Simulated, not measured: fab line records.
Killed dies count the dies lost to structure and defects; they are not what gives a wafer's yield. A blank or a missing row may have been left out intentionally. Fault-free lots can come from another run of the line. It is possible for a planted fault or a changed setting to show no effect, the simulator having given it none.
fab line records	flow n5Finfet
[record] lots = 7	wafers = 39
route steps=1938 shown ZERO_LAYER@11 FIN_SAQP@100 SD_EPI_N@273 HKMG_FIN@406 MOL_CONTACT_COAG@616
startH: the number of hours between the record's first day and the start of the first shown wafer of the lot	waitH: hours since the lot's step before	" the same as in the row above	L1.1+2: a single row standing in for several wafers	- no value, or no start given	* or withheld: withheld	< > ~ a bound
route shown NAME@n: NAME is a module with steps in the file, n the number in the route of the first one	usual: the fault-free wafers' mean and standard deviation	same: alike in all rows	chamber/n: place in a boat	sites: the reading at each site	_std_site: the standard deviation of these	_edge_site: outer sites' mean less inner sites'	radiusMm: for every site, how far away it sits from the centre of the wafer	mask NAME#n: copy n	behind: tool/chamber where the wafer was last shaped	hold: reason for holding the lot/hours on hold/outcome of the hold	device: the n, p or np transistor that did not switch	end of line: the route-end tests of the same wafers	a step given without rows: its recipe and nothing more	killed: not the wafer's yield, but the dies lost to structure and defects at the first sort	map: shows each die of a wafer: x if killed, . if not, _ if none is there
set.NAME: the run value of the setting; set.NAME@STEP: its run value at that earlier step	model.NAME: the simulator's own value behind a step, which no gauge read
lots whose settings were changed on purpose; a table a step, a row a wafer
[[steps]]
[step N5_ZERO_LAYER_DEVELOP_10]
[recipe] developTimeS = 60	rinseLiquid = diw	dry = airSpin	devTempC = 21
lot.wafer	tool	chamber	startH	waitH	set.developTimeS
L074.1+2+4	lithoTrack-04	0	-	-	60
L074.3+5+6	"	0	"	"	93.06
L075.1+4+5	lithoTrack-03	0	-	-	45.57
L075.2+3+6	"	0	"	"	60
L080.1+4+5	lithoTrack-03	0	-	-	60
L080.2+3+6	"	0	"	"	74.21
L085.1+2+4	lithoTrack-04	0	-	-	45.03
L085.3+5+6	"	0	"	"	60
L089.1+3+4	lithoTrack-03	0	-	-	95.74
L089.2+5+6	"	0	"	"	60
L090.1+3+5	lithoTrack-05	0	-	-	83.27
L090.2+4+6	"	0	"	"	60
L093.2+3+6	lithoTrack-05	0	-	-	60
[step N5_ZERO_LAYER_HARDBAKE_23]
[recipe] tempC = 130	timeS = 120
[step N5_ZERO_LAYER_CD_MEAS_11]
[recipe] targetCdNm = 2000	landingEnergyEv = 500	detector = seInlens
[usual] cdNm = 1999.3/2.6
lot.wafer	tool	chamber	startH	waitH	set.developTimeS@ZERO_LAYER_DEVELOP_10	cdNm
L074.1	cdSem-02	0	12.77	-	60	1997.4
L074.2	"	0	"	"	60	1996.9
L074.3	"	0	"	"	93.06	2006.7
L074.4	"	0	"	"	60	2001.0
L074.5	"	0	"	"	93.06	2004.8
L074.6	"	0	"	"	93.06	2011.0
L075.1	cdSem-03	0	18.64	-	45.57	1994.8
L075.2	"	0	"	"	60	1997.4
L075.3	"	0	"	"	60	1999.6
L075.4	"	0	"	"	45.57	1993.0
L075.5	"	0	"	"	45.57	1991.3
L075.6	"	0	"	"	60	2000.4
L080.1	cdSem-02	0	48.77	-	60	2000.7
L080.2	"	0	"	"	74.21	2003.1
L080.3	"	0	"	"	74.21	2006.1
L080.4	"	0	"	"	60	2001.1
L080.5	"	0	"	"	60	1999.3
L080.6	"	0	"	"	74.21	2006.2
L085.1	cdSem-03	0	78.77	-	45.03	1993.7
L085.2	"	0	"	"	45.03	1991.3
L085.3	"	0	"	"	60	2001.7
L085.4	"	0	"	"	45.03	1993.6
L085.5	"	0	"	"	60	1995.5
L085.6	"	0	"	"	60	2000.4
L089.1	cdSem-01	0	102.77	-	95.74	2012.2
L089.2	"	0	"	"	60	2000.1
L089.3	"	0	"	"	95.74	2007.9
L089.4	"	0	"	"	95.74	2010.8
L089.5	"	0	"	"	60	2001.0
L089.6	"	0	"	"	60	1997.3
L090.1	cdSem-03	0	108.64	-	83.27	2002.7
L090.2	"	0	"	"	60	1998.6
L090.3	"	0	"	"	83.27	2006.1
L090.4	"	0	"	"	60	1997.0
L090.5	"	0	"	"	83.27	2003.4
L090.6	"	0	"	"	60	2001.0
L093.2	cdSem-01	0	126.64	-	60	1996.7
L093.3	"	0	"	"	60	2002.9
L093.6	"	0	"	"	60	1998.7
[step N5_FIN_SAQP_PECVD_06]
[recipe] material = a-Si	targetThkA = 600	tempC = 400	precursor = SiH4/He	pressureTorr = 3	rfW = 100	timeS = 48.1
lot.wafer	tool	chamber	startH	waitH	set.timeS	model.a-Si_of_FIN_SAQP_PECVD_06.thkNm
L074.1	pecvd-02	0	21.10	0.0	48.1	59.42
L074.2	"	1	"	"	48.1	59.02
L074.3	"	2	"	"	48.1	60.74
L074.4	"	0	"	"	48.1	60.32
L074.5	"	1	"	"	48.1	59.75
L074.6	"	2	"	"	48.1	61.53
L075.1	pecvd-04	0	27.61	0.0	20.35	23.89
L075.2	"	2	"	"	48.1	61.15
L075.3	"	1	"	"	48.1	61.48
L075.4	"	0	"	"	48.1	59.32
L075.5	"	1	"	"	20.35	27.2
L075.6	"	2	"	"	20.35	25.96
L080.1	pecvd-02	0	57.07	0.0	60.37	74.86
L080.2	"	2	"	"	60.37	74.48
L080.3	"	1	"	"	48.1	58.97
L080.4	"	0	"	"	60.37	76.13
L080.5	"	2	"	"	48.1	60.44
L080.6	"	1	"	"	48.1	59.79
L085.1	pecvd-02	2	87.65	0.0	48.1	59.87
L085.2	"	0	"	"	48.1	58.13
L085.3	"	1	"	"	48.1	58.55
L085.4	"	2	"	"	48.1	61.15
L085.5	"	0	"	"	48.1	59.7
L085.6	"	1	"	"	48.1	59.18
L089.1	pecvd-01	2	112.09	0.0	30.02	36.89
L089.2	"	0	"	"	30.02	36.12
L089.3	"	1	"	"	48.1	58.9
L089.4	"	1	"	"	48.1	60.79
L089.5	"	0	"	"	30.02	38.45
L089.6	"	2	"	"	48.1	59.9
L090.1	pecvd-01	1	118.99	0.0	48.1	58.12
L090.2	"	2	"	"	48.1	58.8
L090.3	"	0	"	"	48.1	59.38
L090.4	"	2	"	"	48.1	60.11
L090.5	"	1	"	"	48.1	59.93
L090.6	"	0	"	"	48.1	59.53
L093.2	pecvd-04	1	136.62	0.0	48.1	60.28
L093.3	"	0	"	"	48.1	59.5
L093.6	"	0	"	"	48.1	58.95
[step N5_FIN_SAQP_THK_MEAS_07]
[usual] thkNm = 59.9/1.1
lot.wafer	tool	chamber	startH	waitH	set.timeS@FIN_SAQP_PECVD_06	thkNm
L074.1	filmMetro-01	-	21.19	0.1	48.1	59.4
L074.2	"	-	"	"	48.1	59.0
L074.3	"	-	"	"	48.1	60.8
L074.4	"	-	"	"	48.1	60.3
L074.5	"	-	"	"	48.1	59.7
L074.6	"	-	"	"	48.1	61.6
L075.1	filmMetro-01	-	27.70	0.1	20.35	23.8
L075.2	"	-	"	"	48.1	61.2
L075.3	"	-	"	"	48.1	61.4
L075.4	"	-	"	"	48.1	59.4
L075.5	"	-	"	"	20.35	27.2
L075.6	"	-	"	"	20.35	26.0
L080.1	filmMetro-01	-	57.16	0.1	60.37	74.8
L080.2	"	-	"	"	60.37	74.5
L080.3	"	-	"	"	48.1	58.9
L080.4	"	-	"	"	60.37	76.1
L080.5	"	-	"	"	48.1	60.5
L080.6	"	-	"	"	48.1	59.8
L085.1	filmMetro-02	-	87.74	0.1	48.1	59.9
L085.2	"	-	"	"	48.1	58.1
L085.3	"	-	"	"	48.1	58.6
L085.4	"	-	"	"	48.1	61.2
L085.5	"	-	"	"	48.1	59.7
L085.6	"	-	"	"	48.1	59.1
L089.1	filmMetro-01	-	112.18	0.1	30.02	36.9
L089.2	"	-	"	"	30.02	36.1
L089.3	"	-	"	"	48.1	58.9
L089.4	"	-	"	"	48.1	60.8
L089.5	"	-	"	"	30.02	38.5
L089.6	"	-	"	"	48.1	59.8
L090.1	filmMetro-01	-	119.07	0.1	48.1	58.2
L090.2	"	-	"	"	48.1	58.8
L090.3	"	-	"	"	48.1	59.4
L090.4	"	-	"	"	48.1	60.1
L090.5	"	-	"	"	48.1	59.9
L090.6	"	-	"	"	48.1	59.5
L093.2	filmMetro-02	-	136.75	0.1	48.1	60.3
L093.3	"	-	"	"	48.1	59.5
L093.6	"	-	"	"	48.1	58.9
[step N5_FIN_SAQP_HM_DEP_72]
[recipe] material = SiO2	targetThkA = 120	tempC = 400	precursor = SiH4/N2O	pressureTorr = 0.75	rfW = 275	timeS = 7.2
[step N5_FIN_SAQP_COAT_49]
[recipe] resist = SOC	tempC = 250	timeS = 60	spinRpm = 1500	resistThkNm = 100
[step N5_FIN_SAQP_HM_OPEN_73]
[recipe] chemistry = CHF3/O2	target = SiO2	stopOn = a-Si	targetDepthA = 120	overEtchFrac = 1.8	maskMaterial = SOC	timeS = 16.8	pressureMtorr = 30	sourceW = 650	biasW = 170	Ar_flow_sccm = 200	CHF3_flow_sccm = 50	O2_flow_sccm = 5	ionEnergyEv = 200	ends = endPoint
[step N5_FIN_SAQP_STRIP_74]
[recipe] chemistry = CHF3/O2	resist = SiARC	rfFrequencyHz = 6e+07
[step N5_FIN_SAQP_MANDREL_ETCH_22]
[recipe] targetDepthA = 600	chemistry = HBr/Cl2	target = a-Si	stopOn = SiNx	btTimeS = 10	overEtchFrac = 0.5	timeS = 30	pressureMtorr = 10	icpW = 800	biasW = 75	HBr_flow_sccm = 150	Cl2_flow_sccm = 80	ends = endPoint
[usual] oesProductAu = 0.766/0.012
lot.wafer	tool	chamber	startH	waitH	set.timeS@FIN_SAQP_PECVD_06	oesProductAu	model.etch.depthNm
L074.1	rieSi-01	0	22.06	0.0	48.1	0.762	59.42
L074.2	"	3	"	"	48.1	0.751	59.02
L074.3	"	1	"	"	48.1	0.782	60.67
L074.4	"	2	"	"	48.1	0.755	60.32
L074.5	"	0	"	"	48.1	0.771	59.75
L074.6	"	3	"	"	48.1	0.768	61.53
L075.1	rieSi-01	2	28.59	0.0	20.35	0.494	23.82
L075.2	"	1	"	"	48.1	0.784	61.15
L075.3	"	0	"	"	48.1	0.780	61.48
L075.4	"	3	"	"	48.1	0.753	59.32
L075.5	"	2	"	"	20.35	0.518	27.2
L075.6	"	1	"	"	20.35	0.518	25.96
L080.1	rieSi-01	0	58.02	0.0	60.37	0.888	74.86
L080.2	"	3	"	"	60.37	0.862	74.48
L080.3	"	2	"	"	48.1	0.749	58.97
L080.4	"	1	"	"	60.37	0.899	76.05
L080.5	"	2	"	"	48.1	0.762	60.44
L080.6	"	3	"	"	48.1	0.758	59.79
L085.1	rieSi-06	3	88.61	0.0	48.1	0.759	59.87
L085.2	"	1	"	"	48.1	0.761	58.06
L085.3	"	2	"	"	48.1	0.770	58.55
L085.4	"	0	"	"	48.1	0.778	61.15
L085.5	"	0	"	"	48.1	0.774	59.7
L085.6	"	3	"	"	48.1	0.758	59.1
L089.1	rieSi-01	0	112.91	0.0	30.02	0.590	36.89
L089.2	"	3	"	"	30.02	0.582	36.12
L089.3	"	1	"	"	48.1	0.759	58.82
L089.4	"	2	"	"	48.1	0.762	60.79
L089.5	"	3	"	"	30.02	0.592	38.45
L089.6	"	0	"	"	48.1	0.777	59.81
L090.1	rieSi-05	1	120.14	0.0	48.1	0.757	58.12
L090.2	"	3	"	"	48.1	0.755	58.71
L090.3	"	0	"	"	48.1	0.759	59.38
L090.4	"	2	"	"	48.1	0.768	60.11
L090.5	"	0	"	"	48.1	0.764	59.93
L090.6	"	3	"	"	48.1	0.757	59.53
L093.2	rieSi-05	0	137.49	0.0	48.1	0.767	60.28
L093.3	"	3	"	"	48.1	0.761	59.5
L093.6	"	1	"	"	48.1	0.768	58.95
[step N5_FIN_SAQP_STRIP_55]
[recipe] chemistry = N2/H2	powerW = 500	tempC = 40	pressureMtorr = 50	rfFrequencyHz = 6e+07	overashFraction = 0.3	biasPowerW = 28	h2Frac = 0.5	n2FlowSccm = 300	h2FlowSccm = 300
[step N5_FIN_SAQP_STRIP_23]
[recipe] chemistry = SPM	timeS = 750	tempC = 130	h2so4H2o2VolRatio = 4
[step N5_FIN_SAQP_RECESS_75]
[recipe] chemistry = HF/NH3	target = SiO2	targetDepthA = 144	afsCycles = 3	tempC = 30	sublimationTempC = 180	sublimationTimeS = 60
[step N5_FIN_SAQP_SPACER1_ALD_24]
[recipe] material = SiO2	targetThkA = 203	tempC = 300	aldPrecursorFamily = BDEAS	aldCoReactant = O2-plasma	pulseTimeS = 1	purgeTimeS = 2	coReactantPurgeTimeS = 2	aldCycles = 218	pressureTorr = 2
[step N5_FIN_SAQP_SPACER1_ETCHBACK_25]
[recipe] chemistry = CHF3/O2	mode = anisotropicEtchback	target = SiO2	targetDepthA = 244	timeS = 12.2	pressureMtorr = 30	sourceW = 650	biasW = 170	Ar_flow_sccm = 200	CHF3_flow_sccm = 50	O2_flow_sccm = 5	ionEnergyEv = 200
lot.wafer	tool	chamber	startH	waitH	set.timeS@FIN_SAQP_PECVD_06	model.a-Si_of_FIN_SAQP_PECVD_06.thkNm
L074.1	rieDiel-01	2	23.64	0.4	48.1	58.4
L074.2	"	3	"	"	48.1	58.2
L074.3	"	0	"	"	48.1	59.8
L074.4	"	1	"	"	48.1	59.4
L074.5	"	3	"	"	48.1	58.8
L074.6	"	0	"	"	48.1	60.6
L075.1	rieDiel-02	1	30.34	0.4	20.35	22.8
L075.2	"	3	"	"	48.1	60.2
L075.3	"	0	"	"	48.1	60.6
L075.4	"	2	"	"	48.1	58.4
L075.5	"	2	"	"	20.35	26.2
L075.6	"	3	"	"	20.35	25
L080.1	rieDiel-01	1	59.55	0.4	60.37	73.8
L080.2	"	3	"	"	60.37	73.6
L080.3	"	0	"	"	48.1	58
L080.4	"	2	"	"	60.37	75.2
L080.5	"	0	"	"	48.1	59.6
L080.6	"	3	"	"	48.1	58.8
L085.1	rieDiel-05	0	90.25	0.4	48.1	59
L085.2	"	3	"	"	48.1	57.2
L085.3	"	1	"	"	48.1	57.6
L085.4	"	2	"	"	48.1	60.2
L085.5	"	1	"	"	48.1	58.8
L085.6	"	0	"	"	48.1	58.2
L089.1	rieDiel-05	3	115.58	0.4	30.02	36
L089.2	"	1	"	"	30.02	35.2
L089.3	"	2	"	"	48.1	57.8
L089.4	"	0	"	"	48.1	59.8
L089.5	"	3	"	"	30.02	37.6
L089.6	"	0	"	"	48.1	59
L090.1	rieDiel-02	1	121.97	0.4	48.1	57.2
L090.2	"	3	"	"	48.1	57.8
L090.3	"	0	"	"	48.1	58.4
L090.4	"	2	"	"	48.1	59.2
L090.5	"	0	"	"	48.1	59
L090.6	"	1	"	"	48.1	58.6
L093.2	rieDiel-05	2	139.28	0.4	48.1	59.4
L093.3	"	1	"	"	48.1	58.6
L093.6	"	0	"	"	48.1	58
[step N5_SD_EPI_N_DESCUM_14]
[recipe] chemistry = O2	timeS = 7.9	sourcePowerW = 50	biasPowerW = 20	pressureMtorr = 20	rfFrequencyHz = 2.712e+07	tempC = 40	resist = CAR-ArF-block	o2FlowSccm = 225
lot.wafer	tool	chamber	startH	waitH	set.timeS	model.CAR-ArF-block_of_SD_EPI_N_COAT_03.thkNm
L074.1+2	rieDiel-02	3,1	47.69	0.3	3.622	146.6
L074.3	"	2	"	"	7.9	144
L074.4	"	0	"	"	7.9	144.4
L074.5	"	3	"	"	7.9	144.2
L074.6	"	2	"	"	3.622	147
L075.1+2	rieDiel-05	1,3	57.43	0.0	7.9	143.4
L075.3	"	2	"	"	10.1	142.8
L075.4	"	0	"	"	10.1	142.6
L075.5	"	2	"	"	7.9	143.2
L075.6	"	1	"	"	10.1	142.4
L080.1	rieDiel-02	1	86.31	0.1	7.9	143
L080.2	"	0	"	"	7.9	143.2
L080.3	"	2	"	"	7.9	143.4
L080.4+5	"	2,1	"	"	12.4	140.4
L080.6	"	0	"	"	12.4	140.2
L085.1	rieDiel-05	2	117.37	0.2	7.9	143.8
L085.2	"	3	"	"	10.39	143.2
L085.3	"	1	"	"	7.9	144.4
L085.4+6	"	0,3	"	"	10.39	143
L085.5	"	0	"	"	7.9	144.6
L089.1	rieDiel-01	2	141.42	0.3	3.597	145.8
L089.2+6	"	0	"	"	7.9	142.4
L089.3	"	3	"	"	7.9	142.8
L089.4+5	"	3,2	"	"	3.597	145.2
L090.1+3+6	rieDiel-02	1,3,3	147.69	0.0	7.9	143
L090.2	"	2	"	"	7.9	143.6
L090.4	"	0	"	"	7.9	143.2
L090.5	"	0	"	"	7.9	142.6
L093.2	rieDiel-01	2	164.68	0.0	7.9	144.2
L093.3+6	"	0,3	"	"	7.9	144
[step N5_SD_EPI_N_ETCH_34]
[recipe] chemistry = CF4	target = SiARC	targetDepthA = 455	maskMaterial = CAR-ArF-block	timeS = 75.8	ionEnergyEv = 80	pressureMtorr = 40	sourceW = 545	biasW = 36	Ar_flow_sccm = 100	cf4FlowSccm = 100	ends = cleared
lot.wafer	tool	chamber	startH	waitH	set.timeS@SD_EPI_N_DESCUM_14	model.CAR-ArF-block_of_SD_EPI_N_COAT_03.thkNm
L074.1	rieDiel-02	3	47.72	0.0	3.622	114
L074.2	"	1	"	"	3.622	113.8
L074.3+5	"	2,3	"	"	7.9	111.6
L074.4	"	0	"	"	7.9	112
L074.6	"	2	"	"	3.622	114.4
L075.1+2	rieDiel-05	1,3	57.46	0.0	7.9	110.8
L075.3	"	2	"	"	10.1	110
L075.4+6	"	0,1	"	"	10.1	109.8
L075.5	"	2	"	"	7.9	110.6
L080.1	rieDiel-02	1	86.34	0.0	7.9	110.6
L080.2	"	0	"	"	7.9	110.8
L080.3	"	2	"	"	7.9	111.2
L080.4+5+6	"	2,1,0	"	"	12.4	108
L085.1	rieDiel-05	2	117.41	0.0	7.9	111.2
L085.2+6	"	3	"	"	10.39	110.4
L085.3	"	1	"	"	7.9	111.8
L085.4	"	0	"	"	10.39	110.6
L085.5	"	0	"	"	7.9	112
L089.1	rieDiel-01	2	141.45	0.0	3.597	113.4
L089.2+6	"	0	"	"	7.9	110
L089.3	"	3	"	"	7.9	110.4
L089.4	"	3	"	"	3.597	112.8
L089.5	"	2	"	"	3.597	112.6
L090.1	rieDiel-02	1	147.73	0.0	7.9	110.6
L090.2	"	2	"	"	7.9	111.2
L090.3+5+6	"	3,0,3	"	"	7.9	110.4
L090.4	"	0	"	"	7.9	110.8
L093.2	rieDiel-01	2	164.71	0.0	7.9	111.8
L093.3	"	0	"	"	7.9	111.6
L093.6	"	3	"	"	7.9	111.4
[step N5_HKMG_FIN_ETCH_58]
[recipe] chemistry = N2/H2	target = SOC	targetDepthA = 2158	ionEnergyEv = 50	biasW = 13	timeS = 741	pressureMtorr = 30	sourceW = 875	n2FlowSccm = 200	h2FlowSccm = 200
lot.wafer	tool	chamber	startH	waitH	set.targetDepthA	model.SOC_of_HKMG_FIN_COAT_41.thkNm	model.HKMG_FIN.featureDepthNm	model.etch.depthNm
L074.1	rieDiel-02	3	70.43	0.0	1104	190.4	110.2	110.2
L074.2	"	2	"	"	2158	94	206.4	206.5
L074.3	"	0	"	"	2158	81.2	220.2	220.2
L074.4	"	1	"	"	1104	195.6	105.4	105.4
L074.5	"	0	"	"	2158	80.8	219.4	219.4
L074.6	"	1	"	"	1104	195.6	105.8	105.8
L075.1	rieDiel-02	1	80.28	0.0	1314	174.6	126.2	126.2
L075.2	"	0	"	"	2158	82.2	218.8	218.9
L075.3	"	2	"	"	1314	175.6	125.6	125.6
L075.4	"	1	"	"	2158	93.4	207.4	207.4
L075.5	"	0	"	"	1314	167.6	133.8	133.9
L075.6	"	2	"	"	2158	95.6	205	204.9
L080.1	rieDiel-01	1	112.28	0.0	2158	74.6	226.2	226.2
L080.2	"	0	"	"	3080	0	314	313.9
L080.3	"	2	"	"	3080	0	311.4	311.5
L080.4	"	3	"	"	2158	85.2	215	215
L080.5	"	2	"	"	3080	0	312	312.1
L080.6	"	3	"	"	2158	83.8	216.4	216.5
L085.1	rieDiel-02	3	141.66	0.0	902.6	208.2	92	91.94
L085.2	"	0	"	"	2158	82.4	218.4	218.4
L085.3	"	2	"	"	2158	90.2	210	210
L085.4	"	1	"	"	902.6	214	86	86.05
L085.5	"	0	"	"	2158	83	216.4	216.5
L085.6	"	3	"	"	902.6	209	91	91.06
L089.1	rieDiel-05	0	165.23	0.0	2738	45.4	256.4	256.4
L089.2	"	2	"	"	2158	79.4	221.6	221.6
L089.3	"	1	"	"	2158	92.6	208.4	208.3
L089.4	"	3	"	"	2158	95.2	205.8	205.9
L089.5	"	1	"	"	2738	35	266.2	266.3
L089.6	"	0	"	"	2738	45.4	256.2	256.2
L090.1	rieDiel-05	0	171.98	0.0	3385	0	316.6	316.7
L090.2	"	1	"	"	2158	91.2	208.8	208.7
L090.3	"	2	"	"	3385	0	346	346
L090.4	"	3	"	"	2158	93.4	206.6	206.6
L090.5	"	2	"	"	2158	80.6	220	220
L090.6	"	3	"	"	3385	0	325.4	325.4
L093.2	rieDiel-01	3	187.79	0.0	2158	86.8	215.2	215.2
L093.3	"	2	"	"	2158	87	214.8	214.8
L093.6	"	2	"	"	2158	86.8	214.6	214.5
[step N5_MOL_CONTACT_COAG_ETCH_124]
[recipe] chemistry = CH3F/O2	target = SiNx	targetDepthA = 65	maskMaterial = SOC	stopOn = SiOC	overEtchFrac = 0.3	ionEnergyEv = 120	pressureMtorr = 30	sourceW = 395	biasW = 73	Ar_flow_sccm = 150	CH3F_flow_sccm = 30	O2_flow_sccm = 20	ends = endPoint
lot.wafer	tool	chamber	startH	waitH	set.targetDepthA	model.etch.depthNm	model.SOC_of_MOL_CONTACT_COAG_COAT_62.thkNm
L074.1	rieDiel-01	3	100.82	0.0	28.45	2.848	50.2
L074.2	"	1	"	"	65	4.955	48
L074.3	"	2	"	"	65	5	48.2
L074.4	"	0	"	"	28.45	2.836	50
L074.5	"	2	"	"	28.45	2.874	50
L074.6	"	1	"	"	65	5.026	48
L075.1	rieDiel-02	2	109.41	0.0	39.84	3.898	50
L075.2	"	1	"	"	65	5.067	48.6
L075.3	"	3	"	"	39.84	4.009	49.4
L075.4	"	0	"	"	65	5.045	48.4
L075.5	"	3	"	"	65	5.006	48.2
L075.6	"	2	"	"	39.84	3.894	49.8
L080.1	rieDiel-02	2	138.02	0.0	65	4.933	48.8
L080.2	"	1	"	"	65	5.037	48.8
L080.3	"	0	"	"	65	5.018	48.4
L080.4	"	3	"	"	65	4.993	48.6
L080.5	"	1	"	"	65	4.931	48.6
L080.6	"	2	"	"	65	5.001	48.8
L085.1	rieDiel-01	0	174.30	0.0	102.3	4.974	46.6
L085.2	"	1	"	"	102.3	4.989	46.2
L085.3	"	2	"	"	65	4.995	48.2
L085.4	"	3	"	"	65	5.001	48.2
L085.5	"	0	"	"	102.3	4.978	46.6
L085.6	"	3	"	"	65	4.969	48.2
L089.1	rieDiel-01	3	194.36	0.0	47.42	4.682	49.6
L089.2	"	0	"	"	47.42	4.608	49.8
L089.3	"	2	"	"	47.42	4.675	49.2
L089.4	"	2	"	"	65	4.945	48.4
L089.5	"	3	"	"	65	4.941	49
L089.6	"	0	"	"	65	4.962	48.6
L090.1	rieDiel-05	2	201.05	0.0	65	5.021	48.2
L090.2	"	1	"	"	65	5.01	48.6
L090.3	"	3	"	"	94.82	4.988	47.2
L090.4	"	0	"	"	94.82	5.009	47.2
L090.5	"	2	"	"	65	5.007	48.2
L090.6	"	3	"	"	94.82	5.003	47
L093.2	rieDiel-02	3	219.17	0.0	65	5.023	48.2
L093.3	"	0	"	"	65	4.962	48.4
L093.6	"	3	"	"	65	5.013	48.2
[[key]]
[split] step = N5_ZERO_LAYER_DEVELOP_10	setting = developTimeS	stated = 60	by = wafer
[response] step = N5_ZERO_LAYER_CD_MEAS_11	reading = cdNm	change = +0.179	per = 1%	r = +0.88
[split] step = N5_FIN_SAQP_PECVD_06	setting = timeS	stated = 48.1	by = wafer
[response] step = N5_FIN_SAQP_PECVD_06	reading = model.a-Si_of_FIN_SAQP_PECVD_06.thkNm	change = +0.605	per = 1%	r = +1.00
[response] step = N5_FIN_SAQP_THK_MEAS_07	reading = thkNm	change = *	per = 1%	r = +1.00
[response] step = N5_FIN_SAQP_MANDREL_ETCH_22	reading = oesProductAu	change = +0.00465	per = 1%	r = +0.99
[response] step = N5_FIN_SAQP_MANDREL_ETCH_22	reading = model.etch.depthNm	change = +0.605	per = 1%	r = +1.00
[response] step = N5_FIN_SAQP_SPACER1_ETCHBACK_25	reading = model.a-Si_of_FIN_SAQP_PECVD_06.thkNm	change = +0.606	per = 1%	r = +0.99
[split] step = N5_SD_EPI_N_DESCUM_14	setting = timeS	stated = 7.9	by = wafer
[response] step = N5_SD_EPI_N_DESCUM_14	reading = model.CAR-ArF-block_of_SD_EPI_N_COAT_03.thkNm	change = -0.0472	per = 1%	r = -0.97
[response] step = N5_SD_EPI_N_ETCH_34	reading = model.CAR-ArF-block_of_SD_EPI_N_COAT_03.thkNm	change = -0.0462	per = 1%	r = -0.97
[split] step = N5_HKMG_FIN_ETCH_58	setting = targetDepthA	stated = 2158	by = wafer
[response] step = N5_HKMG_FIN_ETCH_58	reading = model.SOC_of_HKMG_FIN_COAT_41.thkNm	change = -1.95	per = 1%	r = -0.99
[response] step = N5_HKMG_FIN_ETCH_58	reading = model.HKMG_FIN.featureDepthNm	change = +2.12	per = 1%	r = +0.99
[response] step = N5_HKMG_FIN_ETCH_58	reading = model.etch.depthNm	change = +2.12	per = 1%	r = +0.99
[split] step = N5_MOL_CONTACT_COAG_ETCH_124	setting = targetDepthA	stated = 65	by = wafer
[response] step = N5_MOL_CONTACT_COAG_ETCH_124	reading = model.etch.depthNm	shape = bent	atLowest = 2.853	atStated = 4.994	atHighest = 4.98
[response] step = N5_MOL_CONTACT_COAG_ETCH_124	reading = model.SOC_of_MOL_CONTACT_COAG_COAT_62.thkNm	change = -0.0317	per = 1%	r = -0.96
